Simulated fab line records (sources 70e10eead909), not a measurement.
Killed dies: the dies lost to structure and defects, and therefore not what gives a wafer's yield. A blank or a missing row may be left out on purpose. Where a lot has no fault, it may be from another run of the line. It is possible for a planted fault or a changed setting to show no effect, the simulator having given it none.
Which tool was responsible? :: flow nand harc :: 7 lots (21 wafers sampled), 1 step of a 1159-step route

WHAT THE GAUGES READ, wafer by wafer
NHARC_P_ZERO_WELL_INSPECT_43.
lot: L868
measured: day 2 07:59
on: defect inspect-02
raw defect count: 11 17 16

lot: L875
measured: day 4 01:55
on: defect inspect-01
raw defect count: 11 13 12

lot: L881
measured: day 5 13:41
on: defect inspect-02
raw defect count: 25 10 13

lot: L883
measured: day 6 01:44
on: defect inspect-01
raw defect count: 10 15 11

lot: L885
measured: day 6 13:35
on: defect inspect-01
raw defect count: 15 18 16

lot: L887
measured: day 7 01:32
on: defect inspect-02
raw defect count: 30 16 19

lot: L889
measured: day 7 13:44
on: defect inspect-02
raw defect count: 6 12 9

WHICH TOOL RAN EACH LOT (tool, then ch and the chambers of the sampled wafers, then the start)
No process step before these readings appears in the record.

THE ANSWER, worked out from the rows above alone
Rule: what is usual is taken from the lots themselves. The widest of any qualifying gaps counts: lots, ordered by their means at a reading, are off when they make up no more than a third of the lots, leave a main group of 4 or more, and stand apart from it by 3 or more times the standard deviation of that group's means. Not used: any main group whose means are identical at the precision the tables above print for the reading. A lot without any number at a reading at which 4 lots or more have one is off too. Where the step has rows for the other lots, those lots are counted as sound.
No lot is off at any reading shown: from this, nothing can be told.

WHAT HAD BEEN PUT IN BY THE SIMULATOR
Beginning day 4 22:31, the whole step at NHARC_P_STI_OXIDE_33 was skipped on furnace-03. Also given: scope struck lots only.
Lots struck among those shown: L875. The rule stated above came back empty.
